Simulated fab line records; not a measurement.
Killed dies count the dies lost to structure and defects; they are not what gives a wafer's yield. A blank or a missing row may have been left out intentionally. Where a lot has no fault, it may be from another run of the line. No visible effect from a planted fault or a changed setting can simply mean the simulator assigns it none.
fab line records    flow nand-harc
record lots=6  wafers=18  last-day=32
route steps=1302 shown A_SGD_CUT@919 A_SLIT@922
lots that met no fault: from a run of the same line without faults
start-h: hours from the record's first day to the start of the lot's first wafer shown    wait-h: hours from the lot's prior step to this one    " the same as in the row above    L1.1+2: a single row standing in for several wafers    - no value present, or no start provided    * or withheld: withheld    < > ~ a bound
route shown NAME@n: NAME is a module with steps in the file, n the number in the route of the first one    usual: average and standard deviation across the fault-free wafers    same: alike in all rows    chamber/n: place in a boat    sites: readings site by site    _std_site: the standard deviation of these    _edge_site: mean of outer sites minus mean of inner sites    radius-mm: for every site, how far away it sits from the centre of the wafer    mask NAME#n: copy n    behind: the most recent tool/chamber to have shaped the wafer    hold: why the lot was held/for how many hours/how that ended    device: transistor that didn't switch, given as n, p or np    end of line: at the end of the route, the tests of the same wafers    a step without rows: its recipe alone    killed: the dies lost at the first sort to structure and to defects; this is not the yield of the wafer    map: the dies of a wafer, with x for killed, . for not killed, _ for no die there
set.NAME: setting as actually run; set.NAME@STEP: the setting as run at that earlier step    model.NAME: the simulator's own value behind a step, which no gauge read
certain route steps with their lots: each step a table, each wafer a row
services: the hour from which a tool's chamber was out of use, counted from the record's first day as start-h (under 0 if before that day), plus the number of hours and why
## steps
# step NHARC_A_SGD_CUT_ETCHBACK_24
# recipe target-depth-a=500  over-etch-frac=0.3  time-s=92.857  ion-energy-ev=120  ch3f-flow-sccm=50  o2-flow-sccm=30  ar-flow-sccm=200  rf-w=500  bias-w=100  chemistry=CH3F/O2
# usual drypump-motor-current-A=5.5/0.46  mfc-ar-sccm=200.0/0.64  oes-product-au=0.97/0.035  rf-vpp-V=244.0/1.4  showerhead-plenum-p-Torr=2.44/0.074  throttle-valve-pct=20.663/0.0098
# same time-s=92.857
lot.wafer  tool         chamber  start-h  wait-h  drypump-motor-current-A  mfc-ar-sccm  oes-product-au  rf-hours-counter-h  rf-vpp-V  showerhead-plenum-p-Torr  throttle-valve-pct
L488.2     rie-diel-10  0        554.07   0.1     4.9                      199.4        0.98            8                   243.2     2.30                      20.673
L488.6     "            0        "        "       4.9                      199.1        0.98            -                   242.9     2.30                      20.661
L488.5     "            1        "        "       5.3                      199.8        0.97            -                   242.6     2.37                      20.662
L492.3     rie-diel-10  3        564.72   0.2     5.4                      200.3        0.99            8                   244.4     2.51                      20.668
L492.1     "            0        "        "       4.9                      201.3        0.98            8                   241.2     2.30                      20.651
L492.6     "            3        "        "       5.4                      199.6        0.98            -                   247.5     2.51                      20.657
L491.4     rie-diel-13  3        564.73   0.1     5.4                      199.9        0.99            3                   244.9     2.54                      20.680
L491.2     "            0        "        "       5.5                      200.8        0.99            4                   242.6     2.40                      20.668
L491.1     "            1        "        "       6.5                      199.6        0.98            3                   245.1     2.42                      20.654
L499.4     rie-diel-10  2        641.38   0.2     5.0                      199.6        0.94            2                   244.4     2.42                      20.685
L499.3     "            0        "        "       4.9                      199.2        0.92            2                   241.9     2.30                      20.660
L499.5     "            3        "        "       5.4                      200.5        0.90            -                   244.7     2.51                      20.670
L501.4     rie-diel-10  2        641.48   0.2     5.0                      199.8        0.94            2                   244.8     2.41                      20.663
L501.1     "            3        "        "       5.4                      200.5        0.90            3                   245.4     2.51                      20.669
L501.6     "            1        "        "       5.3                      198.9        0.94            -                   244.2     2.37                      20.662
L500.2     rie-diel-13  1        641.54   0.1     6.5                      200.2        0.93            10                  243.4     2.42                      20.683
L500.1     "            2        "        "       6.3                      200.0        0.93            9                   243.5     2.40                      20.676
L500.4     "            0        "        "       5.5                      199.2        0.92            10                  243.5     2.40                      20.675
# step NHARC_A_SGD_CUT_STRIP_28
# recipe time-s=20  o2-flow-sccm=500  ar-flow-sccm=0  bias-w=0  chemistry=O2
# usual drypump-motor-current-A=5.5/0.46  mfc-ar-sccm=0.013/0.018  oes-product-au=0.999/0.013  rf-vpp-V=57.8/0.9  showerhead-plenum-p-Torr=3.49/0.1  throttle-valve-pct=17.036/0.0092
# same time-s=20
lot.wafer  tool         chamber  start-h  wait-h  drypump-motor-current-A  mfc-ar-sccm  oes-product-au  rf-hours-counter-h  rf-vpp-V  showerhead-plenum-p-Torr  throttle-valve-pct
L488.2     rie-diel-10  3        -        -       5.4                      0.043        0.986           8                   56.3      3.60                      17.024
L488.5     "            0        "        "       4.9                      0.042        0.992           -                   56.9      3.31                      17.036
L488.6     "            1        "        "       5.3                      0            0.986           -                   57.6      3.40                      17.028
L491.2     rie-diel-13  0        -        -       5.5                      0            0.987           4                   57.4      3.45                      17.039
L491.1     "            1        "        "       6.5                      0.007        0.988           3                   57.4      3.48                      17.048
L491.4     "            2        "        "       6.3                      0            0.994           3                   58.7      3.46                      17.017
L492.1     rie-diel-10  1        -        -       5.3                      0            0.991           8                   56.6      3.40                      17.032
L492.3     "            2        "        "       5.0                      0            1.021           8                   58.3      3.47                      17.041
L492.6     "            0        "        "       4.9                      0.042        0.982           -                   58.2      3.31                      17.050
L499.3     rie-diel-10  2        -        -       5.0                      0            1.004           3                   57.1      3.47                      17.041
L499.4     "            3        "        "       5.4                      0.043        0.971           3                   57.6      3.60                      17.048
L499.5     "            1        "        "       5.3                      0            1.007           -                   57.4      3.40                      17.030
L501.1     rie-diel-10  0        -        -       4.9                      0.042        0.991           2                   58.4      3.31                      17.047
L501.4     "            1        "        "       5.3                      0            1.014           2                   57.8      3.40                      17.042
L501.6     "            0        "        "       4.9                      0.042        0.983           -                   58.4      3.31                      17.034
L500.2     rie-diel-13  2        -        -       6.3                      0            0.993           9                   57.7      3.45                      17.035
L500.4     "            3        "        "       5.4                      0            0.999           10                  56.8      3.64                      17.035
L500.1     "            1        "        "       6.5                      0.007        1.000           10                  56.8      3.47                      17.036
# step NHARC_A_SGD_CUT_INSPECT_25
# usual raw-defect-count=387/81
lot.wafer  tool               chamber  start-h  wait-h  raw-defect-count
L488.2     defect-inspect-02  -        554.31   -       414
L488.5     "                  -        "        "       354
L488.6     "                  -        "        "       356
L491.1     defect-inspect-02  -        564.95   -       488
L491.2     "                  -        "        "       426
L491.4     "                  -        "        "       564
L492.1     defect-inspect-01  -        564.96   -       272
L492.3     "                  -        "        "       256
L492.6     "                  -        "        "       267
L499.3     defect-inspect-02  -        641.66   -       308
L499.4     "                  -        "        "       288
L499.5     "                  -        "        "       363
L501.1     defect-inspect-01  -        641.71   -       326
L501.4     "                  -        "        "       505
L501.6     "                  -        "        "       342
L500.1     defect-inspect-02  -        641.79   -       319
L500.2     "                  -        "        "       401
L500.4     "                  -        "        "       253
# step NHARC_A_SLIT_DEP_25
# recipe target-thk-a=2000  temp-c=400  pressure-torr=6.5  rf-w=900  teos-flow-sccm=161.4  flow-sccm=2650  target-thk-nm=200  gas=O2  material=SiO2
# usual chamber-pressure-Torr=6.501/0.015  heater-power-w=630/64  throttle-valve-pct=15.7/0.59
lot.wafer  tool      chamber  start-h  wait-h  chamber-pressure-Torr  heater-power-w  throttle-valve-pct
L488.2     pecvd-04  0        554.38   0.1     6.509                  559             15.0
L488.6     "         1        "        "       6.492                  624             14.5
L488.5     "         2        "        "       6.518                  663             15.1
L491.1     pecvd-04  2        565.02   0.1     6.514                  674             15.5
L491.2     "         1        "        "       6.473                  562             14.7
L491.4     "         0        "        "       6.513                  622             14.8
L492.1     pecvd-02  1        565.05   0.1     6.505                  664             15.9
L492.3     "         2        "        "       6.489                  692             15.5
L492.6     "         2        "        "       6.501                  710             15.5
L499.3     pecvd-02  0        641.96   0.3     6.489                  573             16.0
L499.5     "         2        "        "       6.484                  610             15.6
L499.4     "         0        "        "       6.487                  582             16.2
L501.1     pecvd-01  0        642.01   0.3     6.500                  559             16.7
L501.4     "         0        "        "       6.525                  554             16.7
L501.6     "         1        "        "       6.497                  585             15.5
L500.1     pecvd-02  2        642.16   0.4     6.485                  739             15.5
L500.2     "         0        "        "       6.530                  654             16.4
L500.4     "         1        "        "       6.494                  616             15.6
# step NHARC_A_SLIT_DEP_00
# recipe target-thk-a=62000  temp-c=400  material=aC
# usual throttle-valve-pct=35.000/0.0085
lot.wafer  tool        chamber  start-h  wait-h  throttle-valve-pct
L488.2     acl-dep-03  0        558.91   -       35.018
L488.5     "           0        560.76   -       34.995
L488.6     "           0        "        "       35.014
L491.1     acl-dep-01  0        568.80   -       34.992
L491.2     "           0        "        "       35.004
L491.4     "           0        570.69   -       35.006
L492.1     acl-dep-03  0        569.96   -       34.997
L492.3     "           0        571.22   -       35.015
L492.6     "           0        573.11   -       34.989
L501.1     acl-dep-01  0        642.35   -       35.001
L501.4     "           0        644.20   -       35.005
L501.6     "           0        645.44   -       35.009
L499.3     acl-dep-03  0        643.51   -       35.006
L499.4     "           0        "        "       34.996
L499.5     "           0        "        "       34.997
L500.1     acl-dep-02  0        645.80   -       35.010
L500.2     "           0        "        "       34.996
L500.4     "           0        647.64   -       35.000
# step NHARC_A_SLIT_DEP_23
# recipe target-thk-a=1000  target-thk-nm=100  temp-c=400  pressure-torr=3.5  flow-sccm=200  rf-w=350  material=SiON
# usual chamber-pressure-Torr=3.500/0.0084  heater-power-w=836/54
lot.wafer  tool      chamber  start-h  wait-h  chamber-pressure-Torr  heater-power-w
L488.2     pecvd-02  0        562.07   2.5     3.506                  874
L488.6     "         2        "        "       3.517                  884
L488.5     "         0        "        "       3.491                  896
L491.2     pecvd-04  2        572.62   2.6     3.508                  827
L491.1     "         0        "        "       3.486                  748
L491.4     "         1        "        "       3.505                  909
L492.1     pecvd-04  1        573.79   3.2     3.503                  814
L492.3     "         0        "        "       3.492                  857
L492.6     "         2        "        "       3.506                  842
L499.3     pecvd-01  1        646.03   1.9     3.507                  732
L499.4     "         2        "        "       3.485                  854
L499.5     "         0        "        "       3.478                  825
L501.1     pecvd-02  1        646.13   3.2     3.510                  826
L501.6     "         2        "        "       3.505                  807
L501.4     "         0        "        "       3.520                  846
L500.2     pecvd-02  2        649.63   2.6     3.498                  891
L500.1     "         1        "        "       3.495                  786
L500.4     "         2        "        "       3.505                  909
# step NHARC_A_SLIT_DEHYDRATE_01
# recipe temp-c=150  time-s=120
# step NHARC_A_SLIT_HMDS_02
# recipe time-s=30
# step NHARC_A_SLIT_COAT_03
# recipe spin-rpm=1500  resist-thk-nm=90
# step NHARC_A_SLIT_SOFTBAKE_04
# recipe temp-c=105  time-s=55
# step NHARC_A_SLIT_EBR_05
# step NHARC_A_SLIT_EXPOSE_06
# recipe na=1.35  dose-mj=60.82  mask-id=SLIT
# step NHARC_A_SLIT_PEB_07
# recipe peb-temp-c=100  peb-time-s=65
# usual chill-plate-temp-C=22.97/0.1  exhaust-pa=45.1/0.85
lot.wafer  tool            chamber  start-h  wait-h  chill-plate-temp-C  exhaust-pa
L488.2     litho-track-04  0        562.61   0.1     23.11               44.4
L488.5     "               0        "        "       22.96               44.8
L488.6     "               0        "        "       22.73               46.4
L491.1     litho-track-04  -        573.22   0.1     -                   -
L491.2     "               -        "        "       -                   -
L491.4     "               -        "        "       -                   -
L492.1     litho-track-04  -        574.26   0.1     -                   -
L492.3     "               -        "        "       -                   -
L492.6     "               -        "        "       -                   -
L499.3     litho-track-04  0        646.64   0.0     23.00               44.8
L499.4     "               0        "        "       23.11               43.3
L499.5     "               0        "        "       22.99               45.6
L501.1     litho-track-06  0        646.79   0.1     22.74               46.3
L501.4     "               0        "        "       22.89               45.1
L501.6     "               0        "        "       22.84               47.0
L500.1     litho-track-04  0        650.27   0.1     23.06               44.1
L500.2     "               0        "        "       22.82               46.4
L500.4     "               0        "        "       23.02               45.2
# step NHARC_A_SLIT_DEVELOP_08
# recipe develop-time-s=35  dev-temp-c=23
## services
tool            chamber  start-h  hours  kind
rie-diel-10     0        550.50   -      clean
rie-diel-10     1        550.50   -      clean
rie-diel-10     2        550.50   -      clean
rie-diel-10     3        550.50   -      clean
litho-track-04  -        553.00   7.0    pm
acl-dep-01      -        553.87   13.0   pm
rie-diel-10     0        575.00   -      clean
rie-diel-10     1        575.00   -      clean
rie-diel-10     2        575.00   -      clean
rie-diel-10     3        575.00   -      clean
pecvd-02        -        589.38   13.0   pm
rie-diel-10     -        596.50   9.0    pm
rie-diel-10     0        596.50   9.0    vent-cycle
rie-diel-10     1        596.50   9.0    vent-cycle
rie-diel-10     2        596.50   9.0    vent-cycle
rie-diel-10     3        596.50   9.0    vent-cycle
rie-diel-10     0        605.50   -      clean
rie-diel-10     1        605.50   -      clean
rie-diel-10     2        605.50   -      clean
rie-diel-10     3        605.50   -      clean
pecvd-01        -        608.61   1.6    repair
acl-dep-02      -        609.34   13.0   pm
pecvd-04        -        631.40   13.0   pm
pecvd-02        -        648.22   0.3    repair
## key
first-sign step=NHARC_A_SLIT_PEB_07  reading=tool-record  direction=missing
effect none on later readings
met-at NHARC_A_SLIT_PEB_07
struck-wafers L491.1,L491.2,L491.4,L492.1,L492.3,L492.6
later-rows-left-out L491.1,L491.2,L491.4,L492.1,L492.3,L492.6
sort-left-out L491.1,L491.2,L491.4,L492.1,L492.3,L492.6
tester-left-out L491,L492
onset-between 562.61 573.22
fault kind=skipped-step-whole  tool=litho-track-04  chamber=-  onset-h=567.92  steps=NHARC_A_SLIT_PEB_07  scope=struck-lots-only
# tester-left-out: of these lots the tester's yield and bins aren't shown, on N5 and GAA mostly nor the transistor test; their killed dies are dies lost to structure and defects alone, not to doping, threshold or leakage, so they don't give the yield
# sort-left-out: the simulated sort isn't trusted on such a fault, so these wafers' sort isn't shown, and their yield isn't known
# later-rows-left-out: the simulator's readings of these wafers behind a module that went badly wrong aren't trusted and aren't shown, but for the sort
